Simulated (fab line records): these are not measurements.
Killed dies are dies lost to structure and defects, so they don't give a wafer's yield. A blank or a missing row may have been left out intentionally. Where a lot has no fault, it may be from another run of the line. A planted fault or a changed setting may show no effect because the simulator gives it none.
Chamber matching || flow nand-harc || 4 sister chambers for NHARC_A_CONTACT_DESCUM_13 on rie-diel-08
The step chemistry O2, time 3 s. 8 wafers are shown with their chamber, then 10 later ones without.

## EACH WAFER AND ITS CHAMBER
{"wafer": "L824.4", "chamber": 1, "showerhead-plenum-p-Torr (Torr)": 1.88, "oes-product-au (a.u.)": 0.997}
{"wafer": "L828.2", "chamber": 3, "showerhead-plenum-p-Torr (Torr)": 1.88, "oes-product-au (a.u.)": 1.011}
{"wafer": "L828.3", "chamber": 2, "showerhead-plenum-p-Torr (Torr)": 1.84, "oes-product-au (a.u.)": 0.990}
{"wafer": "L828.5", "chamber": 2, "showerhead-plenum-p-Torr (Torr)": 1.84, "oes-product-au (a.u.)": 0.983}
{"wafer": "L831.1", "chamber": 1, "showerhead-plenum-p-Torr (Torr)": 1.87, "oes-product-au (a.u.)": 0.993}
{"wafer": "L831.6", "chamber": 0, "showerhead-plenum-p-Torr (Torr)": 1.84, "oes-product-au (a.u.)": 1.012}
{"wafer": "L832.2", "chamber": 3, "showerhead-plenum-p-Torr (Torr)": 1.88, "oes-product-au (a.u.)": 1.009}
{"wafer": "L832.3", "chamber": 0, "showerhead-plenum-p-Torr (Torr)": 1.84, "oes-product-au (a.u.)": 1.012}

## WAFERS WITHOUT THEIR CHAMBER
{"wafer": "L832.5", "showerhead-plenum-p-Torr (Torr)": 1.84, "oes-product-au (a.u.)": 1.001}
{"wafer": "L833.1", "showerhead-plenum-p-Torr (Torr)": 1.88, "oes-product-au (a.u.)": 1.018}
{"wafer": "L833.3", "showerhead-plenum-p-Torr (Torr)": 1.84, "oes-product-au (a.u.)": 1.009}
{"wafer": "L833.6", "showerhead-plenum-p-Torr (Torr)": 1.84, "oes-product-au (a.u.)": 1.017}
{"wafer": "L835.1", "showerhead-plenum-p-Torr (Torr)": 1.84, "oes-product-au (a.u.)": 0.999}
{"wafer": "L835.2", "showerhead-plenum-p-Torr (Torr)": 1.84, "oes-product-au (a.u.)": 1.004}
{"wafer": "L835.4", "showerhead-plenum-p-Torr (Torr)": 1.88, "oes-product-au (a.u.)": 0.993}
{"wafer": "L834.2", "showerhead-plenum-p-Torr (Torr)": 1.84, "oes-product-au (a.u.)": 1.008}
{"wafer": "L834.5", "showerhead-plenum-p-Torr (Torr)": 1.84, "oes-product-au (a.u.)": 0.997}
{"wafer": "L834.6", "showerhead-plenum-p-Torr (Torr)": 1.87, "oes-product-au (a.u.)": 0.995}

## EACH ONE'S CHAMBER
{"wafer": "L832.5", "from the rows above": "can't be placed: 0 or 2", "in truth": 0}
{"wafer": "L833.1", "from the rows above": 3, "in truth": 3}
{"wafer": "L833.3", "from the rows above": 0, "in truth": 0}
{"wafer": "L833.6", "from the rows above": 0, "in truth": 0}
{"wafer": "L835.1", "from the rows above": "can't be placed: 2 or 0", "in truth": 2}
{"wafer": "L835.2", "from the rows above": 0, "in truth": 0}
{"wafer": "L835.4", "from the rows above": 1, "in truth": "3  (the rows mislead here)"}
{"wafer": "L834.2", "from the rows above": 0, "in truth": 0}
{"wafer": "L834.5", "from the rows above": "can't be placed: 2 or 0", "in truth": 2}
{"wafer": "L834.6", "from the rows above": 1, "in truth": 1}
Correctly placed: 6 of 10. Cannot be placed on the basis of these rows: 3; the candidates contain the true chamber in 3. Placed wrongly: 1.
How it was worked out, from the rows above alone: a wafer's distance from a chamber is the root of the sum, over the readings, of the square of ((its reading less the chamber's mean) divided by the reading's scatter). The wafer belongs to the nearest chamber; if the next one is less than 2 further off, it can't be placed. A chamber's mean is the mean of its shown wafers. The scatter is the square root of a quotient: the sum, over the shown wafers, of each reading's squared deviation from its chamber's mean, divided by wafers minus chambers.
